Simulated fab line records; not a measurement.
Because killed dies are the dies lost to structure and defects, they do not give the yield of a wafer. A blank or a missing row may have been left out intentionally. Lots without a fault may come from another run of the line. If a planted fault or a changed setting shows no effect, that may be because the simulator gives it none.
Comparing a struck lot with a sound one | flow nandHarc | 27 out of 1159 route steps
Sound: these wafers, L376.1, L376.4, L376.5. The struck wafers were L366.2, L366.4, L366.5. The cause comes at the end.
Order at every step that has rows: each side's tool, ch and its chambers, its first start. Under that, the readings that differ: sound wafers | struck wafers | difference of the means | sigmas: that difference in standard deviations of wafers without a fault.
alike: readings with means less than 2 such deviations apart, plus words and numbers identical on both sides. not compared: withheld readings, readings lacking a value on some wafer, bounds such as >300 that could conceal the same value, and numbers that have no deviation in the record and whose values overlap.
The two part at a step that has a row with sigmas, a row that says differs or no value, or rows on one side only. Numbers that have no deviation but don't overlap get no sigmas and don't part them. A reading missing from all wafers of one side parts the sides only when that side holds two or more wafers.

NHARC_P_ZERO_WELL_INSPECT_43:
  struck on defectInspect-01, day 2 13:31; sound on defectInspect-01, day 5 01:52
  alike: rawDefectCount
then, 11 steps without rows for these wafers: NHARC_P_STI_ETCH_26 (etches SiO2 in dHF, target depth 11 nm); NHARC_P_STI_PRECLEAN_27 (cleans in SC1); NHARC_P_STI_SRD_28; NHARC_P_STI_OXIDE_29 (material SiO2, target thk 10 nm, ox time 1362 s); NHARC_P_STI_HM_DEP_30 (deposits Si3N4, target thk 80 nm, time 873 s); NHARC_P_STI_DEHYDRATE_01 (time 120 s); NHARC_P_STI_HMDS_02 (time 30 s); NHARC_P_STI_COAT_41 (time 65 s); NHARC_P_STI_COAT_03 (resist thk 600 nm); NHARC_P_STI_SOFTBAKE_04 (time 70 s); NHARC_P_STI_EBR_05.
NHARC_P_STI_EXPOSE_06: exposes mask P STI, target cd 200 nm.
  sound on krfScanner-01 ch 0, day 5 17:01; struck on krfScanner-04 ch 0, day 3 05:02
reading | sound                   | struck                           | difference | sigmas
mask    | P_STI#0 P_STI#0 P_STI#0 | P_STI_R1#0 P_STI_R1#0 P_STI_R1#0 | differs    | 
  alike: stageVelMmS
then, 2 steps without rows for these wafers: NHARC_P_STI_PEB_07 (peb time 80 s); NHARC_P_STI_DEVELOP_08 (time 50 s).
NHARC_P_STI_CD_MEAS_09 targets a cd of 200 nm.
  sound on cdSem-02 ch 0, day 5 17:10; struck on cdSem-03 ch 0, day 3 05:11
reading   | sound             | struck            | difference | sigmas
cdNm (nm) | 198.2 202.2 200.7 | 238.8 241.2 240.3 | +39.7      | +21
NHARC_P_STI_OVL_MEAS_10:
  struck on overlay-01, day 3 05:17; sound on overlay-02, day 5 17:15
reading         | sound    | struck | difference | sigmas
overlayXNm (nm) | -6 -6 -6 | 7 7 7  | +13        | +3
  alike: overlayYNm
NHARC_P_STI_INSPECT_11:
  struck on defectInspect-01, day 3 05:19; sound on defectInspect-02, day 5 17:17
  alike: rawDefectCount
then, 1 step without rows for these wafers: NHARC_P_STI_HARDBAKE_13 (time 65 s).
NHARC_P_STI_DESCUM_14: chemistry O2, time 3 s.
  sound on rieDiel-12 ch 0,2,3, day 5 17:26; struck on rieDiel-12 ch 1,3, day 3 05:27
reading               | sound             | struck            | difference | sigmas
model.P_STI.cdNm (nm) | 197.8 202.2 200.8 | 238.6 240.9 239.6 | +39.4      | 
  alike: drypumpMotorCurrentA, oesProductAu, rfVppV, showerheadPlenumPTorr, throttleValvePct
  not compared: rfHoursCounterH
NHARC_P_STI_ETCH_42: etches the open film in N2/H2, target depth 80 nm, overetch 24 nm, time 61 s.
  sound on rieDiel-12 ch 1,2,3, day 5 17:31; struck on rieDiel-12 ch 1,3, day 3 05:32
  alike: drypumpMotorCurrentA, oesProductAu, rfVppV, showerheadPlenumPTorr, throttleValvePct
  not compared: rfHoursCounterH
NHARC_P_STI_ETCH_31: etches the open film in CF4/CHF3, target depth 108.9 nm, time 54.5 s.
  sound on rieDiel-12 ch 0,2,3; struck on rieDiel-12 ch 0,1,2
  alike: cf4FlowSccm, drypumpMotorCurrentA, oesProductAu, rfVppV, showerheadPlenumPTorr, throttleValvePct
  not compared: rfHoursCounterH
NHARC_P_STI_ETCH_15: etches the open film in HBr/Cl2, target depth 300 nm, time 100.1 s.
  sound on rieSi-01 ch 1,2, day 5 17:42; struck on rieSi-04 ch 0,1,2, day 3 05:45
reading               | sound             | struck            | difference | sigmas
model.P_STI.cdNm (nm) | 196.9 202.2 199.3 | 237.3 239.9 237.9 | +38.9      | 
  alike: drypumpMotorCurrentA, heBacksideLeakSccm, mfcCl2Sccm, oesProductAu, throttleValvePct
  not compared: rfHoursCounterH
NHARC_P_STI_CD_MEAS_16:
  struck on cdSem-01, day 3 05:53; sound on cdSem-02, day 5 17:52
reading   | sound             | struck            | difference | sigmas
cdNm (nm) | 196.9 202.0 199.1 | 237.1 239.8 237.7 | +38.9      | +19
NHARC_P_STI_OCD_MEAS_17:
  struck on ocd-02, day 3 05:58; sound on ocd-02, day 5 17:57
reading             | sound             | struck            | difference | sigmas
trenchFootCdNm (nm) | 156.2 160.4 158.2 | 196.7 199.7 198.2 | +39.9      | +20
  alike: trenchDepthNm
then, 1 step without rows for these wafers: NHARC_P_STI_STRIP_19 (strips in SPM, time 900 s).
-- break in the record here, with 17 days between the starts of the struck wafers on either side (left off in module P_STI, picked up again in module END, where the first step shown is number 1159 on the route) --
NHARC_END_SORT_01:
  here the record holds rows for the struck wafers (prober-01 ch 0, day 19 20:31) but none for the sound ones

== WHERE THEY PART ==
At NHARC_P_STI_EXPOSE_06 first; at NHARC_END_SORT_01 last (within this record only).

WHY: the cause the simulator had injected
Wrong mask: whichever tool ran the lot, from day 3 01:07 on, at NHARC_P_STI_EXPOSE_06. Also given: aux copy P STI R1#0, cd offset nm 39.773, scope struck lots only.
